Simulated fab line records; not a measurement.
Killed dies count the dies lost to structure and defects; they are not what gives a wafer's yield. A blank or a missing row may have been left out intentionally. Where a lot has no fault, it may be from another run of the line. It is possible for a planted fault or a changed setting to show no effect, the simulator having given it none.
Chamber matching / flow n5Finfet / N5_BEOL_M7_ALD_77 on aldMetal-04 has 4 sister chambers
The step deposits TaN, target thk 2 nm, pulse time 2 s, purge time 3 s. 14 wafers are shown with their chamber, then 7 later ones without.

WAFERS, EACH WITH ITS CHAMBER
wafer=L081.2; chamber=0; heaterPowerOuterW (W)=249; heaterPowerW (W)=469
wafer=L081.3; chamber=3; heaterPowerOuterW (W)=253; heaterPowerW (W)=448
wafer=L081.4; chamber=1; heaterPowerOuterW (W)=201; heaterPowerW (W)=371
wafer=L083.2; chamber=3; heaterPowerOuterW (W)=248; heaterPowerW (W)=448
wafer=L083.3; chamber=2; heaterPowerOuterW (W)=192; heaterPowerW (W)=384
wafer=L083.6; chamber=0; heaterPowerOuterW (W)=248; heaterPowerW (W)=465
wafer=L086.4; chamber=0; heaterPowerOuterW (W)=244; heaterPowerW (W)=457
wafer=L086.5; chamber=0; heaterPowerOuterW (W)=245; heaterPowerW (W)=459
wafer=L086.6; chamber=3; heaterPowerOuterW (W)=252; heaterPowerW (W)=448
wafer=L090.2; chamber=3; heaterPowerOuterW (W)=252; heaterPowerW (W)=453
wafer=L090.3; chamber=2; heaterPowerOuterW (W)=194; heaterPowerW (W)=376
wafer=L090.5; chamber=2; heaterPowerOuterW (W)=193; heaterPowerW (W)=385
wafer=L088.1; chamber=1; heaterPowerOuterW (W)=204; heaterPowerW (W)=387
wafer=L088.4; chamber=0; heaterPowerOuterW (W)=251; heaterPowerW (W)=463

SIGNATURES (means of the wafers above)
reading=heaterPowerOuterW; chamber 0=247.40; chamber 1=202.50; chamber 2=193.00; chamber 3=251.25; scatter within a chamber=2.33
reading=heaterPowerW; chamber 0=462.60; chamber 1=379.00; chamber 2=381.67; chamber 3=449.25; scatter within a chamber=5.35
Rule: for a wafer and a chamber, the distance is found by dividing, reading by reading, the gap between the wafer's reading and the chamber's mean by the reading's scatter, squaring, summing and taking the root. If the next closest chamber is less than 2 further off than the closest, the wafer can't be placed; otherwise it belongs to the closest. The scatter: the root of (the sum of the squares of (reading less its chamber's mean) over the shown wafers, divided by (wafers less chambers)).

WAFERS MISSING THEIR CHAMBER
wafer=L088.6; heaterPowerOuterW (W)=245; heaterPowerW (W)=468
wafer=L091.1; heaterPowerOuterW (W)=251; heaterPowerW (W)=457
wafer=L091.3; heaterPowerOuterW (W)=204; heaterPowerW (W)=381
wafer=L091.6; heaterPowerOuterW (W)=192; heaterPowerW (W)=381
wafer=L094.1; heaterPowerOuterW (W)=257; heaterPowerW (W)=448
wafer=L094.5; heaterPowerOuterW (W)=258; heaterPowerW (W)=452
wafer=L094.6; heaterPowerOuterW (W)=194; heaterPowerW (W)=378

EACH ONE'S CHAMBER
wafer=L088.6; from the rows above=0; in truth=0
wafer=L091.1; from the rows above=can't be placed: 3 or 0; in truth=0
wafer=L091.3; from the rows above=1; in truth=1
wafer=L091.6; from the rows above=2; in truth=2
wafer=L094.1; from the rows above=3; in truth=3
wafer=L094.5; from the rows above=3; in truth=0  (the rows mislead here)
wafer=L094.6; from the rows above=2; in truth=2
Correct placement for 5 of the 7. Can't be placed from these rows: 1 (the true chamber is among the candidates in 1). Number placed wrongly: 1.
